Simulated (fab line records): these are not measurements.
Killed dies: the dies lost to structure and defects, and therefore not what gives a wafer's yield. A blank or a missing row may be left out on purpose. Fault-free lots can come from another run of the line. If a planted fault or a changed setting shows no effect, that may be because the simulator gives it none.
Which tool is to blame? || flow nand_harc || Sampling: 6 lots, 18 wafers, 4 of 1302 route steps

## WHAT EACH GAUGE READ, for each wafer
NHARC_END_SORT_01.
{"lot": "L127", "measured": "day 25 14:17", "on": "prober-01", "killed_at_array": "46 46 39"}
{"lot": "L135", "measured": "day 28 12:16", "on": "prober-01", "killed_at_array": "64 90 66"}
{"lot": "L138", "measured": "day 29 21:17", "on": "prober-01", "killed_at_array": "59 53 64"}
{"lot": "L141", "measured": "day 31 15:49", "on": "prober-01", "killed_at_array": "672 670 674"}
{"lot": "L142", "measured": "day 32 08:43", "on": "prober-01", "killed_at_array": "675 670 673"}
{"lot": "L147", "measured": "day 34 00:10", "on": "prober-01", "killed_at_array": "16 21 32"}

## EACH LOT AND THE TOOL THAT RAN IT (in order: tool; ch and the chambers of the sampled wafers; start)
{"lot": "L127", "NHARC_A_CONTACT_ETCH_77": "rie_diel-03 ch 0,3, day 23 04:02 or earlier", "NHARC_A_CONTACT_ETCH_125": "har_cap_etch-03 ch 0,1, day 23 04:02", "NHARC_A_CONTACT_ETCH_126": "har_cap_etch-03 ch 0,1, day 23 04:13"}
{"lot": "L135", "NHARC_A_CONTACT_ETCH_77": "rie_diel-08 ch 0,2,3, day 26 02:31 or earlier", "NHARC_A_CONTACT_ETCH_125": "har_cap_etch-02 ch 0,1, day 26 02:31", "NHARC_A_CONTACT_ETCH_126": "har_cap_etch-02 ch 0,1, day 26 02:41"}
{"lot": "L138", "NHARC_A_CONTACT_ETCH_77": "rie_diel-12 ch 0,1,3, day 27 13:11 or earlier", "NHARC_A_CONTACT_ETCH_125": "har_cap_etch-03 ch 0,1, day 27 13:11", "NHARC_A_CONTACT_ETCH_126": "har_cap_etch-03 ch 0,1, day 27 13:22"}
{"lot": "L141", "NHARC_A_CONTACT_ETCH_77": "rie_diel-08 ch 0,2,3, day 29 09:55 or earlier", "NHARC_A_CONTACT_ETCH_125": "har_cap_etch-02 ch 0,1, day 29 09:55", "NHARC_A_CONTACT_ETCH_126": "har_cap_etch-02 ch 0,1, day 29 10:05"}
{"lot": "L142", "NHARC_A_CONTACT_ETCH_77": "rie_diel-12 ch 0,1,2, day 29 20:16 or earlier", "NHARC_A_CONTACT_ETCH_125": "har_cap_etch-02 ch 0,1, day 29 20:16", "NHARC_A_CONTACT_ETCH_126": "har_cap_etch-02 ch 0,1, day 29 20:27"}
{"lot": "L147", "NHARC_A_CONTACT_ETCH_77": "rie_diel-12 ch 1,2,3, day 31 11:28 or earlier", "NHARC_A_CONTACT_ETCH_125": "har_cap_etch-02 ch 0,1, day 31 11:28", "NHARC_A_CONTACT_ETCH_126": "har_cap_etch-02 ch 0,1, day 31 11:38"}
- NHARC_A_CONTACT_ETCH_77: etches the open film in CF4/CHF3, target depth 108.9 nm, time 54.5 s.
- NHARC_A_CONTACT_ETCH_125: etches the open film in C4F8/O2/Ar, time 197 s, target depth 1918 nm.
- NHARC_A_CONTACT_ETCH_126: etches the open film in C4F8/O2/Ar, time 197 s, target depth 1918 nm.

## THE ANSWER, worked out from the rows above alone
Rule: usual is defined by the lots themselves. The widest of any qualifying gaps counts: lots, ordered by their means at a reading, are off when they make up no more than a third of the lots, leave a main group of 4 or more, and stand apart from it by 3 or more times the standard deviation of that group's means. The tables above print the reading to a certain number of digits; a main group whose means all agree to those digits is not used. Also off: a lot with no number at a reading for which 4 or more lots have one. Any other lot the step has rows for is counted as sound.
Off, at NHARC_END_SORT_01 on killed_at_array: L141, L142. The main group has a mean of 50 with a standard deviation of 19.
If a tool, at a process step before that reading, ran all the lots that are off and no sound lot after the first of them, it fits. The gauges at NHARC_END_SORT_01 are tried like those tools. NHARC_A_CONTACT_ETCH_77 gives no start for some lots, so the hours and the order of its lots are those of NHARC_A_CONTACT_ETCH_125. No candidate that was tried fits.

## WHAT THE SIMULATOR PUT IN
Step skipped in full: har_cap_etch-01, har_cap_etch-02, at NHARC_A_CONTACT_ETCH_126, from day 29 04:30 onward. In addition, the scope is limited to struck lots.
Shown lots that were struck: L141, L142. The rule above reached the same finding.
